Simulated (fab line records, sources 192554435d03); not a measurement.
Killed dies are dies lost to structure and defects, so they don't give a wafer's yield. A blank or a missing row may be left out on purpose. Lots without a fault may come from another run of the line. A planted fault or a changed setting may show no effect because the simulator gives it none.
fab line records | flow n5_finfet
record lots=6 wafers=16 last_day=17
route steps=1938 shown PMOS_HMC_CHANNEL_EPI@75 FIN_SAQP@90 STI_FIN_REVEAL@205 PASSIVATION@1936
lots that met no fault: from a run of the same line without faults
start_h: hours from the record's first day to the start of the lot's first wafer shown | wait_h: hours since the lot's step before | " the same as in the row above | L1.1+2: a row that stands for several wafers | - no value, or no start given | * or withheld: withheld | < > ~ a bound
route shown NAME@n: a module of which the file shows steps, and the number in the route of the first | usual: mean/standard deviation of fault-free wafers | same: alike in all rows | chamber/n: place in a boat | sites: the reading at each site | _std_site: their standard deviation | _edge_site: outer sites' mean less inner sites' | radius_mm: how far each site lies from the wafer's centre | mask NAME#n: copy n | behind: the tool/chamber that last shaped the wafer | hold: why the lot was held/for how many hours/how that ended | device: the transistor (n, p or np) that didn't switch | end of line: the same wafers' tests at the end of the route | a step without rows: its recipe alone | killed: dies lost to structure and defects at the first sort, not the wafer's yield | map: a wafer's dies, x killed, . not, _ none there
set.NAME: the setting as run; set.NAME@STEP: as run at that earlier step | model.NAME: the simulator's own value behind a step, which no gauge read
lots at some steps of the route; a table a step, a row a wafer
services: from which hour (start_h, from the record's first day; less than 0 if before it) a tool's chamber was out of use, for how many hours, and why
## steps
# step N5_PMOS_HMC_CHANNEL_EPI_PRECLEAN_36
# recipe chemistry=O3/DIW time_s=45 temp_c=22 o3_ppm=10
# step N5_PMOS_HMC_CHANNEL_EPI_PRECLEAN_18
# recipe chemistry=DHF time_s=30 temp_c=25 dilution=withheld
# step N5_PMOS_HMC_CHANNEL_EPI_SRD_19
# recipe dry=ipa_marangoni do_ppb=5 time_s=30 temp_c=23 rinse_liquid=diw
# step N5_PMOS_HMC_CHANNEL_EPI_EPI_20
# recipe material=SiGe30 mask_material=SiO2 pressure_torr=20 target_thk_a=590 temp_c=600
# step N5_PMOS_HMC_CHANNEL_EPI_HM_STRIP_35
# recipe chemistry=dHF temp_c=25 material=SiO2 target=SiO2 target_depth_a=396 time_s=216
# step N5_PMOS_HMC_CHANNEL_EPI_SRD_39
# recipe dry=ipa_marangoni time_s=30 temp_c=23 rinse_liquid=diw
# step N5_PMOS_HMC_CHANNEL_EPI_CMP_21
# recipe material=SiGe30 post_cmp_clean=alkaline_brush target_thk_nm=54
# usual edge_zone_pressure_frac=1.001/0.0047 motor_current_A=11.9/1.4
# columns lot.wafer tool chamber start_h wait_h edge_zone_pressure_frac motor_current_A
L193.3 cmp-04 1 49.55 0.0 1.007 13.2
L193.1 " 3 " " 1.001 11.1
L193.6 " 2 " " 0.998 11.7
L198.1 cmp-01 1 79.79 0.0 0.998 11.2
L198.2 " 2 " " 0.992 11.5
L198.3 " 0 " " 0.999 11.6
L199.3 cmp-01 3 85.49 0.1 0.999 12.1
L199.1 " 0 " " 1.006 10.6
L199.6 " 2 " " 0.994 12.1
L203.2 cmp-04 1 109.67 0.0 1.000 12.9
L203.4 " 3 " " 0.999 11.1
L204.2 cmp-02 0 115.53 0.0 1.004 10.1
L204.1 " 3 " " 0.999 12.7
L210.2 cmp-01 0 151.67 0.1 1.002 11.0
L210.1 " 1 " " 1.001 11.8
L210.5 " 2 " " 1.002 11.2
# step N5_PMOS_HMC_CHANNEL_EPI_THK_MEAS_22
# recipe reads=SiGe30_of_PMOS_HMC_CHANNEL_EPI_EPI_20
# usual HMC_CMP_THK=53.9/0.45
# columns lot.wafer tool chamber start_h wait_h HMC_CMP_THK[nm]
L193.1 film_metro-02 - 49.84 - 54.3
L193.3 " - " " 54.7
L193.6 " - " " 53.9
L198.1 film_metro-01 - 80.08 - 54.4
L198.2 " - " " 54.4
L198.3 " - " " 54.0
L199.1 film_metro-01 - 85.75 - 54.6
L199.3 " - " " 53.9
L199.6 " - " " 54.1
L203.2 film_metro-01 - 109.96 - 53.6
L203.4 " - " " 53.5
L204.1 film_metro-01 - 115.82 - 53.9
L204.2 " - " " 53.7
L210.1 film_metro-01 - 151.89 - 53.9
L210.2 " - " " 54.9
L210.5 " - " " 54.9
# step N5_PMOS_HMC_CHANNEL_EPI_PRECLEAN_40
# recipe chemistry=DHF time_s=30 temp_c=25 dilution=withheld
# step N5_PMOS_HMC_CHANNEL_EPI_PRECLEAN_37
# recipe chemistry=O3/DIW time_s=45 temp_c=22 o3_ppm=10
# step N5_PMOS_HMC_CHANNEL_EPI_PRECLEAN_24
# recipe chemistry=DHF time_s=30 temp_c=25 dilution=withheld
# step N5_PMOS_HMC_CHANNEL_EPI_SRD_25
# recipe dry=ipa_marangoni do_ppb=5 time_s=30 temp_c=23 rinse_liquid=diw
# step N5_PMOS_HMC_CHANNEL_EPI_EPI_26
# recipe material=Si target_thk_a=38 temp_c=650 precursor=SiH4/H2 pressure_torr=20 time_s=22.7
# usual chamber_pressure_Torr=20.01/0.041 throttle_valve_pct=11.6/0.31
# columns lot.wafer tool chamber start_h wait_h chamber_pressure_Torr throttle_valve_pct model.Si_of_PMOS_HMC_CHANNEL_EPI_EPI_26.thk_nm
L193.1 epi_rpcvd-03 0 49.95 0.0 20.01 12.0 3.866
L193.3 " 0 " " 19.94 11.9 3.83
L193.6 " 0 " " 19.95 11.8 3.873
L198.1 epi_rpcvd-04 0 80.19 0.0 20.01 11.4 3.764
L198.2 " 0 " " 20.02 11.3 3.808
L198.3 " 0 " " 20.00 11.4 3.819
L199.1 epi_rpcvd-01 0 85.86 0.0 20.04 11.3 3.775
L199.3 " 0 " " 20.08 11.3 3.767
L199.6 " 0 " " 20.11 11.3 3.773
L203.2 epi_rpcvd-03 0 110.12 0.1 20.01 12.1 3.807
L203.4 " 0 " " 19.94 11.9 2.757
L204.1 epi_rpcvd-03 0 115.93 0.0 19.98 11.8 2.773
L204.2 " 0 " " 20.07 11.7 3.874
L210.1 epi_rpcvd-04 0 152.00 0.0 20.01 11.4 3.716
L210.2 " 0 " " 19.97 11.1 3.744
L210.5 " 0 " " 20.02 10.9 3.769
# step N5_PMOS_HMC_CHANNEL_EPI_INSPECT_30
# recipe inspect_instrument=darkfield mode=post_epi
# usual raw_defect_count=20/6.6
# columns lot.wafer tool chamber start_h wait_h raw_defect_count
L193.1 defect_inspect-01 - 50.32 0.0 24
L193.3 " - " " 14
L193.6 " - " " 18
L198.1 defect_inspect-02 - 80.56 0.0 13
L198.2 " - " " 28
L198.3 " - " " 21
L199.1 defect_inspect-02 - 86.24 0.0 14
L199.3 " - " " 22
L199.6 " - " " 14
L203.2 defect_inspect-01 - 110.44 0.0 15
L203.4 " - " " 8
L204.1 defect_inspect-01 - 116.30 0.0 12
L204.2 " - " " 5
L210.1 defect_inspect-01 - 152.47 0.0 30
L210.2 " - " " 19
L210.5 " - " " 43
# step N5_FIN_SAQP_PRECLEAN_42
# recipe chemistry=O3/DIW time_s=60 temp_c=22 o3_ppm=10
# step N5_FIN_SAQP_PRECLEAN_00
# recipe chemistry=SC1 time_s=60 temp_c=55 mix=1:2:50
# step N5_FIN_SAQP_PRECLEAN_44
# recipe chemistry=SC2 time_s=45 temp_c=35 mix=1:1:50
# step N5_FIN_SAQP_SRD_01
# recipe dry=ipa_marangoni time_s=30 temp_c=23 rinse_liquid=diw
# step N5_FIN_SAQP_ALD_61
# recipe material=SiO2 target_thk_a=40 temp_c=300 ald_precursor_family=BDEAS ald_co_reactant=O2-plasma pulse_time_s=1 purge_time_s=2 co_reactant_purge_time_s=2 ald_cycles=43 pressure_torr=2
# step N5_FIN_SAQP_DENSIFY_62
# recipe temp_c=700 time_s=60 ambient=N2 idle_temp_c=600 ramp_up_c_per_s=150 ramp_down_c_per_s=60 cool_to_c=600
# usual lamp_power_pct=9.84/0.051 lamp_zone_5_pct=9.848/0.011 lamp_zone_6_pct=9.773/0.011 wafer_temp_C_max=703.4/0.6
# columns lot.wafer tool chamber start_h wait_h lamp_power_pct lamp_zone_5_pct lamp_zone_6_pct wafer_temp_C_max
L193.1 rtp_anneal-01 0 50.77 0.1 9.78 9.832 9.782 703.6
L193.3 " 0 " " 9.86 9.830 9.765 702.8
L193.6 " 0 " " 9.85 9.841 9.763 703.6
L198.1 rtp_anneal-01 0 80.94 0.2 9.84 9.840 9.765 702.9
L198.2 " 0 " " 9.83 9.847 9.777 704.1
L198.3 " 0 " " 9.92 9.859 9.799 702.1
L199.1 rtp_anneal-01 0 86.92 0.2 9.81 9.870 9.773 703.7
L199.3 " 0 " " 9.93 9.855 9.792 703.6
L199.6 " 0 " " 9.79 9.848 9.776 702.6
L203.2 rtp_anneal-02 0 110.80 0.1 9.75 9.855 9.764 704.5
L203.4 " 0 " " 9.85 9.851 9.772 702.8
L204.1 rtp_anneal-01 0 116.71 0.2 9.80 9.841 9.767 703.9
L204.2 " 0 " " 9.89 9.835 9.775 704.6
L210.1 rtp_anneal-01 0 154.12 0.4 9.86 9.842 9.789 703.5
L210.2 " 0 " " 9.90 9.840 9.771 703.3
L210.5 " 0 " " 9.76 9.850 9.767 704.4
# step N5_FIN_SAQP_HM_DEP_03
# recipe material=SiNx target_thk_a=380 temp_c=400 precursor=SiH4/NH3/N2 pressure_torr=1.5 rf_w=300 time_s=33.6
# step N5_FIN_SAQP_THK_MEAS_05
# usual thk_nm=38.0/0.46
# columns lot.wafer tool chamber start_h wait_h thk_nm
L193.1 film_metro-01 - 51.08 0.1 37.7
L193.3 " - " " 38.0
L193.6 " - " " 38.3
L198.1 film_metro-02 - 81.27 0.1 37.7
L198.2 " - " " 37.6
L198.3 " - " " 38.3
L199.1 film_metro-01 - 87.22 0.1 37.4
L199.3 " - " " 37.7
L199.6 " - " " 38.3
L203.2 film_metro-02 - 111.07 0.1 37.3
L203.4 " - " " 38.2
L204.1 film_metro-02 - 117.01 0.1 37.6
L204.2 " - " " 37.8
L210.1 film_metro-01 - 154.42 0.1 37.6
L210.2 " - " " 37.7
L210.5 " - " " 38.7
# step N5_FIN_SAQP_PECVD_47
# recipe material=a-Si target_thk_a=450 temp_c=400 precursor=SiH4/He pressure_torr=3 rf_w=100 time_s=36.3
# usual chamber_pressure_Torr=3.000/0.0071 heater_power_w=798/52 showerhead_plenum_p_Torr=5.66/0.043 throttle_valve_pct=18.4/0.98
# columns lot.wafer tool chamber start_h wait_h chamber_pressure_Torr heater_power_w showerhead_plenum_p_Torr throttle_valve_pct
L193.1 pecvd-03 1 51.11 0.0 3.007 801 5.66 17.8
L193.3 " 0 " " 2.993 837 5.71 17.1
L193.6 " 0 " " 3.009 852 5.72 17.3
L198.1 pecvd-03 1 81.30 0.0 3.006 776 5.67 18.0
L198.2 " 0 " " 3.001 756 5.72 17.1
L198.3 " 2 " " 3.003 912 5.58 17.7
L199.1 pecvd-01 0 87.26 0.0 2.996 713 5.70 18.3
L199.3 " 2 " " 2.992 777 5.66 17.8
L199.6 " 1 " " 2.997 855 5.69 19.9
L203.2 pecvd-02 0 111.11 0.0 3.009 694 5.59 19.3
L203.4 " 0 " " 3.008 714 5.60 19.4
L204.1 pecvd-01 1 117.05 0.0 3.002 926 5.69 19.7
L204.2 " 2 " " 2.996 783 5.68 18.3
L210.1 pecvd-01 0 154.46 0.0 2.996 748 5.70 18.3
L210.2 " 1 " " 3.006 851 5.70 20.1
L210.5 " 2 " " 2.990 766 5.69 18.2
# step N5_FIN_SAQP_PECVD_48
# recipe material=SiNx target_thk_a=250 temp_c=400 precursor=SiH4/NH3/N2 pressure_torr=1.5 rf_w=300 time_s=22.1
# step N5_FIN_SAQP_PECVD_06
# recipe material=a-Si target_thk_a=600 temp_c=400 precursor=SiH4/He pressure_torr=3 rf_w=100 time_s=48.1
# step N5_FIN_SAQP_THK_MEAS_07
# usual thk_nm=59.9/0.8
# columns lot.wafer tool chamber start_h wait_h thk_nm
L193.1 film_metro-02 - 51.28 0.1 59.5
L193.3 " - " " 59.8
L193.6 " - " " 60.5
L198.1 film_metro-02 - 81.47 0.1 58.8
L198.2 " - " " 59.1
L198.3 " - " " 58.7
L199.1 film_metro-01 - 87.43 0.1 58.6
L199.3 " - " " 59.0
L199.6 " - " " 60.6
L203.2 film_metro-01 - 111.28 0.1 58.2
L203.4 " - " " 59.6
L204.1 film_metro-02 - 117.22 0.1 59.5
L204.2 " - " " 59.7
L210.1 film_metro-02 - 154.64 0.1 59.4
L210.2 " - " " 60.0
L210.5 " - " " 60.5
# step N5_FIN_SAQP_HM_DEP_72
# recipe material=SiO2 target_thk_a=120 temp_c=400 precursor=SiH4/N2O pressure_torr=0.75 rf_w=275 time_s=7.2
# usual chamber_pressure_Torr=0.7503/0.0017 heater_power_w=729/52 showerhead_plenum_p_Torr=8.12/0.13
# columns lot.wafer tool chamber start_h wait_h chamber_pressure_Torr heater_power_w showerhead_plenum_p_Torr
L193.1 pecvd-03 1 51.32 0.0 0.7483 734 8.14
L193.3 " 2 " " 0.7480 717 7.93
L193.6 " 0 " " 0.7547 727 8.27
L198.1 pecvd-01 0 81.51 0.0 0.7518 715 8.25
L198.2 " 1 " " 0.7507 778 8.19
L198.3 " 2 " " 0.7470 664 8.19
L199.1 pecvd-02 2 87.47 0.0 0.7489 741 8.02
L199.3 " 0 " " 0.7518 678 7.95
L199.6 " 0 " " 0.7502 687 7.93
L203.2 pecvd-01 1 111.31 0.0 0.7505 817 8.18
L203.4 " 0 " " 0.7538 753 8.23
L204.1 pecvd-01 1 117.25 0.0 0.7493 836 8.20
L204.2 " 0 " " 0.7500 622 8.25
L210.1 pecvd-03 0 154.68 0.0 0.7519 795 8.29
L210.2 " 1 " " 0.7503 715 8.13
L210.5 " 2 " " 0.7506 760 7.93
# step N5_FIN_SAQP_COAT_49
# recipe resist=SOC temp_c=250 time_s=60 spin_rpm=1500 resist_thk_nm=100
# step N5_FIN_SAQP_COAT_50
# recipe resist=SiARC temp_c=220 time_s=60 spin_rpm=1500 resist_thk_nm=35
# step N5_FIN_SAQP_COAT_10
# recipe resist=CAR-ArF spin_rpm=1500 resist_thk_nm=90
# step N5_FIN_SAQP_EBR_12
# recipe solvent=PGMEA ebr_width_mm=1.5
# step N5_FIN_SAQP_SOFTBAKE_11
# recipe temp_c=110 time_s=60 resist=CAR-ArF
# step N5_FIN_SAQP_EXPOSE_13
# recipe mask_id=FIN_CORE na=1.35 source_shape=dipole sigma_inner=0.538 sigma_outer=0.738 polarization=te target_cd_nm=35.6 dose_mj=63.25
# step N5_FIN_SAQP_PEB_14
# recipe peb_temp_c=withheld peb_time_s=60 resist=CAR-ArF
# step N5_FIN_SAQP_DEVELOP_15
# recipe develop_time_s=30 developer=TMAH resist=CAR-ArF dev_temp_c=23 rinse_liquid=diw dry=air_spin
# step N5_FIN_SAQP_CD_MEAS_16
# recipe target_cd_nm=35.6 landing_energy_ev=500 detector=se_inlens
# usual cd_nm=35.66/0.25
# columns lot.wafer tool chamber start_h wait_h cd_nm
L193.1 cd_sem-03 0 51.77 - 35.49
L193.3 " 0 " " 35.42
L193.6 " 0 " " 35.42
L198.1 cd_sem-03 0 81.96 - 35.54
L198.2 " 0 " " 35.57
L198.3 " 0 " " 35.85
L199.1 cd_sem-01 0 87.79 - 35.85
L199.3 " 0 " " 36.11
L199.6 " 0 " " 35.98
L203.2 cd_sem-02 0 111.64 - 35.59
L203.4 " 0 " " 35.54
L204.1 cd_sem-03 0 117.58 - 35.31
L204.2 " 0 " " 35.91
L210.1 cd_sem-01 0 155.14 - 36.17
L210.2 " 0 " " 35.49
L210.5 " 0 " " 35.49
# step N5_FIN_SAQP_OVL_MEAS_17
# recipe points_per_wafer=44
# usual FIN_CORE_OVL=-0.3/0.77
# columns lot.wafer tool chamber start_h wait_h FIN_CORE_OVL[nm]
L193.1 overlay-02 0 51.81 0.0 -1.7
L193.3 " 0 " " -0.1
L193.6 " 0 " " 0.6
L198.1 overlay-02 0 82.00 0.0 -0.5
L198.2 " 0 " " 0.1
L198.3 " 0 " " 0.5
L199.1 overlay-02 0 87.83 0.0 0.5
L199.3 " 0 " " -0.7
L199.6 " 0 " " 0.1
L203.2 overlay-02 0 111.68 0.0 -1.1
L203.4 " 0 " " 0.0
L204.1 overlay-01 0 117.62 0.0 0.0
L204.2 " 0 " " 1.6
L210.1 overlay-01 0 155.18 0.0 -0.7
L210.2 " 0 " " -1.8
L210.5 " 0 " " -1.0
# step N5_FIN_SAQP_INSPECT_18
# recipe mode=adi inspect_instrument=brightfield
# usual raw_defect_count=454/120
# columns lot.wafer tool chamber start_h wait_h raw_defect_count
L193.1 defect_inspect-02 - 51.83 0.0 333
L193.3 " - " " 334
L193.6 " - " " 348
L198.1 defect_inspect-01 - 82.02 0.0 262
L198.2 " - " " 449
L198.3 " - " " 345
L199.1 defect_inspect-02 - 87.85 0.0 281
L199.3 " - " " 289
L199.6 " - " " 416
L203.2 defect_inspect-02 - 111.70 0.0 418
L203.4 " - " " 357
L204.1 defect_inspect-02 - 117.64 0.0 435
L204.2 " - " " 476
L210.1 defect_inspect-01 - 155.20 0.0 355
L210.2 " - " " 251
L210.5 " - " " 364
# step N5_FIN_SAQP_DESCUM_21
# recipe chemistry=O2 time_s=7.9 source_power_w=50 bias_power_w=20 pressure_mtorr=20 rf_frequency_hz=2.712e+07 temp_c=40 resist=CAR-ArF o2_flow_sccm=225
# step N5_FIN_SAQP_ETCH_51
# recipe chemistry=CF4 target=SiARC target_depth_a=455 mask_material=CAR-ArF time_s=75.8 ion_energy_ev=80 pressure_mtorr=40 source_w=545 bias_w=36 Ar_flow_sccm=100 cf4_flow_sccm=100 ends=cleared
# usual drypump_motor_current_A=5.9/0.36 etch_rf_on_time_s=75.1/1.1 oes_product_au=0.67/0.074 rf_vpp_V=184.5/1 showerhead_plenum_p_Torr=2.18/0.065 throttle_valve_pct=15.62/0.27
# columns lot.wafer tool chamber start_h wait_h drypump_motor_current_A etch_rf_on_time_s oes_product_au rf_hours_counter_h rf_vpp_V showerhead_plenum_p_Torr throttle_valve_pct
L193.1 rie_diel-05 2 52.02 0.0 5.5 73.8 0.82 5 183.1 2.18 15.36
L193.3 " 3 " " 5.8 73.5 0.81 12 183.4 2.10 15.38
L193.6 " 2 " " 5.5 74.3 0.82 - 184.9 2.18 15.39
L198.1 rie_diel-05 3 82.34 0.0 5.8 73.1 0.78 20 183.3 2.10 15.40
L198.2 " 2 " " 5.5 75.3 0.78 19 185.1 2.18 15.41
L198.3 " 1 " " 5.5 75.9 0.63 153 184.7 2.22 15.63
L199.1 rie_diel-05 1 87.92 0.0 5.5 76.1 0.62 155 186.2 2.22 15.65
L199.3 " 3 " " 5.8 72.6 0.78 21 184.4 2.10 15.39
L199.6 " 1 " " 5.5 75.9 0.62 - 185.4 2.22 15.65
L203.2 rie_diel-04 0 111.77 0.0 6.3 75.5 0.62 203 184.3 2.21 15.70
L203.4 " 1 " " 6.5 74.6 0.60 221 184.0 2.21 15.93
L204.1 rie_diel-05 0 117.71 0.0 5.6 74.5 0.78 18 183.7 2.28 15.24
L204.2 " 3 " " 5.8 73.4 0.75 32 183.1 2.10 15.40
L210.1 rie_diel-03 0 155.27 0.0 5.7 77.1 0.58 223 185.5 2.20 15.90
L210.2 " 3 " " 5.5 77.3 0.62 172 185.3 2.13 15.93
L210.5 " 0 " " 5.7 76.4 0.59 - 184.9 2.20 15.88
# step N5_FIN_SAQP_ETCH_52
# recipe chemistry=N2/H2 target=SOC target_depth_a=1000 overetch_a=200 mask_material=SiARC temp_c=40 time_s=150 ion_energy_ev=200 pressure_mtorr=30 source_w=840 bias_w=150 n2_flow_sccm=200 h2_flow_sccm=200 ends=end_point
# step N5_STI_FIN_REVEAL_CLEAN_19
# recipe chemistry=O3/DIW temp_c=25 time_s=120 o3_ppm=10
# columns lot.wafer tool chamber start_h wait_h model.Si_of_PMOS_HMC_CHANNEL_EPI_EPI_26.thk_nm
L193.1+6 wet_bench-05 0,5 66.71 0.1 2.6
L193.3 " 6 " " 2.4
L198.1+2+3 wet_bench-01 1,3,6 97.85 0.1 2.4
L199.1+3+6 wet_bench-01 1,4,3 103.88 0.1 2.4
L203.2 wet_bench-01 4 126.34 0.1 2.4
L203.4 " 3 " " 1.4
L204.1 wet_bench-05 6 131.80 0.1 1.4
L204.2 " 0 " " 2.6
L210.1+2+5 wet_bench-02 0,4,5 173.05 0.1 2.4
# step N5_PASSIVATION_PROBE_49
# usual killed_at_M0_to_M3=35/11 killed_at_M4_up=14/5.4 killed_at_contacts=12/6.2 killed_at_front_end=38/11 killed_at_other=4.1/2.8 killed_dies=103/17 killed_open=66/13 killed_short=34/8.2
# same gross_dies=1180 killed_at_back_side=0
# columns lot.wafer tool chamber start_h wait_h killed_at_M0_to_M3 killed_at_M4_up killed_at_contacts killed_at_front_end killed_at_other killed_dies killed_open killed_short
L199.1 prober-01 - 342.67 0.0 41 16 6 48 1 112 71 40
L199.3 prober-01 - 342.77 0.1 24 10 11 33 1 79 49 28
L199.6 prober-01 - 342.92 0.3 44 19 9 41 5 118 68 46
# killed by level:class
L199.1 BEOL_M0_SAQP:geometric_particle:short=16 STI_FIN_REVEAL:geometric_particle:open=11 FIN_SAQP:geometric_particle:short=10 BEOL_M0_SAQP:geometric_particle:open=9 BEOL_M4:geometric_particle:open=9 FIN_SAQP:geometric_particle:open=8 GATE_CUT:geometric_particle:open=6 BEOL_M1:geometric_particle:open=6
L199.3 MOL_CONTACT_COAG:geometric_particle:open=9 FIN_SAQP:geometric_particle:short=7 STI_FIN_REVEAL:geometric_particle:open=7 BEOL_M2:geometric_particle:open=7 DUMMY_GATE:geometric_particle:open=5 BEOL_M0_SAQP:geometric_particle:open=5 GATE_CUT:geometric_particle:short=4 BEOL_M0_SAQP:geometric_particle:short=4
L199.6 BEOL_M0_SAQP:geometric_particle:open=17 FIN_SAQP:geometric_particle:short=13 BEOL_M0_SAQP:geometric_particle:short=10 BEOL_M2:geometric_particle:open=8 BEOL_M4:geometric_particle:open=7 STI_FIN_REVEAL:geometric_particle:open=6 GATE_CUT:geometric_particle:short=6 FIN_SAQP:geometric_particle:open=5
## services
# columns tool chamber start_h hours kind
cmp-01 - 33.07 4.0 pm
wet_bench-05 - 47.45 4.0 repair
cmp-01 - 52.47 0.9 repair
rie_diel-05 3 55.27 10.0 repair
cmp-01 - 55.75 1.0 repair
rie_diel-04 2 65.79 6.7 repair
cmp-02 - 68.71 4.2 repair
pecvd-02 - 70.15 1.5 repair
pecvd-02 0 73.14 8.3 repair
cmp-04 - 83.04 4.6 repair
cmp-02 - 93.50 4.2 repair
rie_diel-03 3 95.34 22.6 repair
pecvd-03 0 98.50 6.5 repair
cmp-01 - 101.93 0.7 repair
rie_diel-03 0 103.91 18.7 repair
rie_diel-03 - 112.50 2.8 repair
rie_diel-04 2 116.92 6.0 repair
cmp-04 - 123.60 3.2 repair
pecvd-03 - 126.99 0.5 repair
epi_rpcvd-03 - 127.45 2.8 pm
cmp-04 - 148.38 1.8 repair
rtp_anneal-02 - 151.31 10.7 pm
epi_rpcvd-01 - 161.63 2.8 pm
pecvd-01 - 166.23 6.0 pm
## key
first_sign none at tools or gauges
model_effect step=N5_PMOS_HMC_CHANNEL_EPI_EPI_26 value=Si_of_PMOS_HMC_CHANNEL_EPI_EPI_26.thk_nm without=3.833 struck=2.765
model_effect step=N5_STI_FIN_REVEAL_CLEAN_19 value=Si_of_PMOS_HMC_CHANNEL_EPI_EPI_26.thk_nm without=2.4 struck=1.4
met_at N5_PMOS_HMC_CHANNEL_EPI_EPI_26
struck_wafers L203.4,L204.1
tester_left_out L203,L204
onset_between 49.95 110.12
fault kind=process_parameter_drift tool=epi_rpcvd-03 chamber=- onset_h=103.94 steps=N5_PMOS_HMC_CHANNEL_EPI_EPI_26 channel=time_s offset=* shape=step end_h=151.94 scope=struck_wafers_only acts_in=* stated=*
# tester_left_out: of these lots the tester's yield and bins aren't shown, on N5 and GAA mostly nor the transistor test; their killed dies are dies lost to structure and defects alone, not to doping, threshold or leakage, so they don't give the yield
